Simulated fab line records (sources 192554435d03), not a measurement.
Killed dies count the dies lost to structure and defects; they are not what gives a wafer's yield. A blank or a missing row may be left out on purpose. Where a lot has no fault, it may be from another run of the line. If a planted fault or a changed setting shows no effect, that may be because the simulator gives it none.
Tool commonality check || flow n5 finfet || Sample size 10 lots and 30 wafers

## REASON IT WAS OPENED
Of 10 lots, 2 have the reading MIM_BOT_OVL flagged at N5_MIM_BOT_LITHO_OVL_MEAS_11. Fault-free wafers read -1 nm, with a standard deviation of 4.7.
Rule: a lot is flagged when every wafer of it that has a number lies more than 4 standard deviations from that mean, or none has a number. The other lots count as sound.

{"lot": "L421", "measured": "day 12 12:20", "on": "overlay-01", "MIM_BOT_OVL (nm), wafer by wafer": "-11 1 -1", "flag": ""}
{"lot": "L422", "measured": "day 12 23:21", "on": "overlay-01", "MIM_BOT_OVL (nm), wafer by wafer": "0 0 -5", "flag": ""}
{"lot": "L423", "measured": "day 13 01:44", "on": "overlay-02", "MIM_BOT_OVL (nm), wafer by wafer": "-5 -4 0", "flag": ""}
{"lot": "L425", "measured": "day 13 07:40", "on": "overlay-02", "MIM_BOT_OVL (nm), wafer by wafer": "9 10 -1", "flag": ""}
{"lot": "L426", "measured": "day 13 10:11", "on": "overlay-01", "MIM_BOT_OVL (nm), wafer by wafer": "-5 -3 2", "flag": ""}
{"lot": "L428", "measured": "day 14 03:56", "on": "overlay-01", "MIM_BOT_OVL (nm), wafer by wafer": "2 7 -1", "flag": ""}
{"lot": "L429", "measured": "day 14 08:03", "on": "overlay-02", "MIM_BOT_OVL (nm), wafer by wafer": "-4 -1 0", "flag": ""}
{"lot": "L432", "measured": "day 15 14:10", "on": "overlay-02", "MIM_BOT_OVL (nm), wafer by wafer": "-4 -3 2", "flag": ""}
{"lot": "L439", "measured": "day 16 23:16", "on": "overlay-02", "MIM_BOT_OVL (nm), wafer by wafer": "568 569 559", "flag": "FLAGGED"}
{"lot": "L441", "measured": "day 17 23:17", "on": "overlay-02", "MIM_BOT_OVL (nm), wafer by wafer": "561 566 556", "flag": "FLAGGED"}
The numbers of the flagged lots are 563 nm on average: +564 nm against the usual, or +99 or more standard deviations.

## WHICH TOOL RAN EACH LOT
2 process steps preceding the reading are held in the record, out of 1938 steps in the route. Every cell lists first the tool, next ch and the chambers used by the sampled wafers, and last the start.
{"lot": "L421", "flag": "", "N5_BEOL_M15_DEP_53": "pecvd-02 ch 0,1, day 12 08:38", "N5_MIM_BOT_LITHO_EXPOSE_05": "krf scanner-01 ch 0, day 12 12:07"}
{"lot": "L422", "flag": "", "N5_BEOL_M15_DEP_53": "pecvd-02 ch 0,1, day 12 18:09", "N5_MIM_BOT_LITHO_EXPOSE_05": "krf scanner-02 ch 0, day 12 23:09"}
{"lot": "L423", "flag": "", "N5_BEOL_M15_DEP_53": "pecvd-01 ch 0,1, day 12 19:08", "N5_MIM_BOT_LITHO_EXPOSE_05": "krf scanner-01 ch 0, day 13 01:31"}
{"lot": "L425", "flag": "", "N5_BEOL_M15_DEP_53": "pecvd-02 ch 2, day 13 02:56", "N5_MIM_BOT_LITHO_EXPOSE_05": "krf scanner-02 ch 0, day 13 07:28"}
{"lot": "L426", "flag": "", "N5_BEOL_M15_DEP_53": "pecvd-02 ch 0,2, day 13 03:35", "N5_MIM_BOT_LITHO_EXPOSE_05": "krf scanner-02 ch 0, day 13 09:59"}
{"lot": "L428", "flag": "", "N5_BEOL_M15_DEP_53": "pecvd-02 ch 0,2, day 13 19:58", "N5_MIM_BOT_LITHO_EXPOSE_05": "krf scanner-02 ch 0, day 14 03:44"}
{"lot": "L429", "flag": "", "N5_BEOL_M15_DEP_53": "pecvd-01 ch 1,2, day 14 03:37", "N5_MIM_BOT_LITHO_EXPOSE_05": "krf scanner-01 ch 0, day 14 07:50"}
{"lot": "L432", "flag": "", "N5_BEOL_M15_DEP_53": "pecvd-02 ch 0,1, day 15 09:49", "N5_MIM_BOT_LITHO_EXPOSE_05": "krf scanner-02 ch 0, day 15 13:58"}
{"lot": "L439", "flag": "FLAGGED", "N5_BEOL_M15_DEP_53": "pecvd-02 ch 0,1,2, day 16 19:38", "N5_MIM_BOT_LITHO_EXPOSE_05": "krf scanner-02 ch 0, day 16 23:04"}
{"lot": "L441", "flag": "FLAGGED", "N5_BEOL_M15_DEP_53": "pecvd-04 ch 0,2, day 17 17:19", "N5_MIM_BOT_LITHO_EXPOSE_05": "krf scanner-02 ch 0, day 17 23:05"}
These steps, and what they do:
- N5_BEOL_M15_DEP_53: deposits SiCN from 3MS/NH3, target thk 50 nm, time 17.8 s.
- N5_MIM_BOT_LITHO_EXPOSE_05: exposes mask MIM BOT.
- N5_MIM_BOT_LITHO_OVL_MEAS_11

## FLAGGED OVER TOTAL, TOOL BY TOOL (the gauges that took the reading come last)
{"step": "N5_BEOL_M15_DEP_53", "tool": "pecvd-01", "lots run": 2, "flagged": 0, "share of the flagged lots": "none", "sound lots run after its first flagged lot": "-"}
{"step": "N5_BEOL_M15_DEP_53", "tool": "pecvd-02", "lots run": 7, "flagged": 1, "share of the flagged lots": "some", "sound lots run after its first flagged lot": 0}
{"step": "N5_BEOL_M15_DEP_53", "tool": "pecvd-04", "lots run": 1, "flagged": 1, "share of the flagged lots": "some", "sound lots run after its first flagged lot": 0}
{"step": "N5_MIM_BOT_LITHO_EXPOSE_05", "tool": "krf scanner-01", "lots run": 3, "flagged": 0, "share of the flagged lots": "none", "sound lots run after its first flagged lot": "-"}
{"step": "N5_MIM_BOT_LITHO_EXPOSE_05", "tool": "krf scanner-02", "lots run": 7, "flagged": 2, "share of the flagged lots": "all", "sound lots run after its first flagged lot": 0}
{"step": "N5_MIM_BOT_LITHO_OVL_MEAS_11", "tool": "overlay-01", "lots run": 4, "flagged": 0, "share of the flagged lots": "none", "sound lots run after its first flagged lot": "-"}
{"step": "N5_MIM_BOT_LITHO_OVL_MEAS_11", "tool": "overlay-02", "lots run": 6, "flagged": 2, "share of the flagged lots": "all", "sound lots run after its first flagged lot": 0}

## THE TABLE: WHAT IT ALLOWS
Every flagged lot went through 2 rows of the table: krf scanner-02 at N5_MIM_BOT_LITHO_EXPOSE_05 and overlay-02 at N5_MIM_BOT_LITHO_OVL_MEAS_11.
- krf scanner-02 at N5_MIM_BOT_LITHO_EXPOSE_05 ran 7 lots, 2 of them flagged. It ran its last sound lot, L432, at day 15 13:58 and its first flagged lot, L439, at day 16 23:04: a fault with its onset between the two fits.
- overlay-02 at N5_MIM_BOT_LITHO_OVL_MEAS_11 ran 6 lots, 2 of them flagged. It ran its last sound lot, L432, at day 15 14:10 and its first flagged lot, L439, at day 16 23:16: a fault with its onset between the two fits.
A lot count leaves these 2 tools indistinguishable: every one of them fits a fault beginning at some hour. More lots, or a look at what each step does to the wafer, might.

## WHAT WAS PUT IN BY THE SIMULATOR
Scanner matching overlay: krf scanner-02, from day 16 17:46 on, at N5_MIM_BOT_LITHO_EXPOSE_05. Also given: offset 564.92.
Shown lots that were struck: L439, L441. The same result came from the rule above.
